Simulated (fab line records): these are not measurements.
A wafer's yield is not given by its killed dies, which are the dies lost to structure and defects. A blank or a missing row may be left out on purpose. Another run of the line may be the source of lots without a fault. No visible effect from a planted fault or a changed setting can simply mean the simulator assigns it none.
A lot that was struck, set against a sound lot    flow n5Finfet    24 out of 1938 route steps
Sound: the wafers L487.1, L487.2, L487.5. Wafers struck: L481.1, L481.4, L481.6. The cause is given at the end.
For every step that has rows: the tool of each side, followed by ch and its chambers, followed by its first start. Under that, the readings that differ: sound wafers    struck wafers    difference of the means    sigmas: that difference in standard deviations of wafers without a fault.
alike: readings whose means differ by less than 2 such deviations, and words and numbers that are the same on both sides. not compared: withheld readings, readings that some wafer has no value for, bounds like >300 that may hide the same value, and numbers for which the record gives no deviation and whose values overlap.
The two part at a step that has a row with sigmas, a row that says differs or no value, or rows on one side only. Numbers that don't overlap but have no deviation are shown without sigmas and don't part them. A reading missing from all wafers of one side parts the sides only when that side holds two or more wafers.

N5_BEOL_M4_DEP_57: deposits SiCN from 3MS/NH3, target thk 8 nm, time 14 s.
  sound on pecvd-02 ch 0,1, day 11 08:14; struck on pecvd-04 ch 0,2, day 9 09:01
  alike: showerheadPlenumPTorr, throttleValvePct
N5_BEOL_M4_RS_MEAS_58: a four-point-probe measurement.
  sound on filmMetro-01, day 11 08:18; struck on filmMetro-01, day 9 09:05
  alike: M4_RS
N5_BEOL_M4_INSPECT_59: inspects for defects (darkfield).
  sound on defectInspect-02, day 11 08:19; struck on defectInspect-02, day 9 09:07
  alike: rawDefectCount
N5_BEOL_M4_RC_MEAS_101:
  sound on prober-01 ch 0, day 11 08:21; struck on prober-01 ch 0, day 9 09:08
  alike: DIBL_N, DIBL_P, IOFF_N, IOFF_P, ION_N, ION_P, SS_N, SS_P, VT_N, VT_P
N5_BEOL_M5_ILD_DEP_00: deposits SiCOH lowk from DEMS/porogen, target thk 140.64 nm, time 25.9 s.
  sound on pecvd-03 ch 0,2, day 11 09:19; struck on pecvd-02 ch 0,1, day 9 10:06
  alike: heaterPowerW, showerheadPlenumPTorr, throttleValvePct
N5_BEOL_M5_CURE_79: cures SiCOH lowk, time 240 s.
  sound on uvCure-03 ch 0, day 11 09:22; struck on uvCure-01 ch 1, day 9 10:10
  alike: lampPowerPct, wafer_temp_C_max
N5_BEOL_M5_THK_MEAS_01:
  sound on filmMetro-02, day 11 09:53; struck on filmMetro-02, day 9 11:09
  alike: M5_ILD_THK
N5_BEOL_M5_PECVD_70: deposits SiO2 from TEOS/O2, target thk 16 nm, time 18 s.
  sound on pecvd-03 ch 1,2, day 11 09:55; struck on pecvd-02 ch 1,2, day 9 11:11
  alike: heaterPowerW, showerheadPlenumPTorr, throttleValvePct
then, 4 steps without rows for these wafers: N5_BEOL_M5_HM_DEP_02 (deposits TiN, target thk 20 nm); N5_BEOL_M5_COAT_59 (time 60 s, resist thk 60 nm); N5_BEOL_M5_COAT_60 (time 60 s, resist thk 12 nm); N5_BEOL_M5_COAT_71 (time 60 s, resist thk 5 nm).
N5_BEOL_M5_COAT_05: resist thk 30 nm.
  sound on lithoTrack-02 ch 0, day 11 11:17; struck on lithoTrack-03 ch 0, day 9 12:41
reading                                      sound                 struck                difference  sigmas
spinSpeedRpm (rpm)                           1499.3 1500.3 1499.8  1277.1 1276.5 1275.8  -223.3      -99 or more
model.CAR-EUV_of_BEOL_M5_COAT_05.thkNm (nm)  30 30 29.8            32.6 32.6 32.8        +2.7        
  alike: chillPlateTempC
then, 5 steps without rows for these wafers: N5_BEOL_M5_EBR_07; N5_BEOL_M5_SOFTBAKE_06 (time 60 s); N5_BEOL_M5_EXPOSE_08 (exposes mask M5, target cd 28 nm); N5_BEOL_M5_PEB_09 (peb time 60 s); N5_BEOL_M5_DEVELOP_10 (develop time 30 s).
N5_BEOL_M5_CD_MEAS_11 targets a cd of 27.74 nm.
  sound on cdSem-02 ch 0, day 11 11:32; struck on cdSem-01 ch 0, day 9 13:05
  alike: cdNm
N5_BEOL_M5_OVL_MEAS_12:
  sound on overlay-01 ch 0, day 11 11:34; struck on overlay-02 ch 0, day 9 13:07
  alike: M5_OVL
N5_BEOL_M5_INSPECT_13: inspects for defects (brightfield).
  sound on defectInspect-01, day 11 11:37; struck on defectInspect-01, day 9 13:10
  alike: rawDefectCount
N5_BEOL_M5_DESCUM_16: chemistry O2, time 7 s.
  sound on rieDiel-04 ch 0,2,3, day 11 11:49; struck on rieDiel-05 ch 0,3, day 9 13:13
reading                                      sound           struck          difference  sigmas
oesProductAu (a.u.)                          0.69 0.69 0.75  0.87 0.99 0.87  +0.20       +2
throttleValvePct (%)                         20.3 20.7 20.5  19.9 19.6 19.9  -0.7        -2
model.CAR-EUV_of_BEOL_M5_COAT_05.thkNm (nm)  26 25.8 25.8    28.8 28.6 28.8  +2.9        
  alike: drypumpMotorCurrentA, rfVppV, showerheadPlenumPTorr
  not compared: rfHoursCounterH
N5_BEOL_M5_ETCH_72: etches underlayer in N2/H2, target depth 6.5 nm, time 5.2 s.
  sound on rieDiel-04 ch 0,2,3, day 11 11:52; struck on rieDiel-05 ch 0,3, day 9 13:14
reading               sound           struck          difference  sigmas
throttleValvePct (%)  17.8 18.3 17.8  17.2 17.1 17.2  -0.8        -2
  alike: drypumpMotorCurrentA, etchRfOnTimeS, oesProductAu, rfVppV, showerheadPlenumPTorr
  not compared: rfHoursCounterH
N5_PASSIVATION_PROBE_49:
  sound wafers here have rows in the record (prober-02, day 15 17:46); struck ones have none

WHERE THEY PART
Earliest at N5_BEOL_M5_COAT_05; latest, in this record, at N5_PASSIVATION_PROBE_49.

WHY: what had been put in by the simulator
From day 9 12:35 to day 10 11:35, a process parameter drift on lithoTrack-03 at N5_BEOL_M5_COAT_05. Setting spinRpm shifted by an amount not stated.
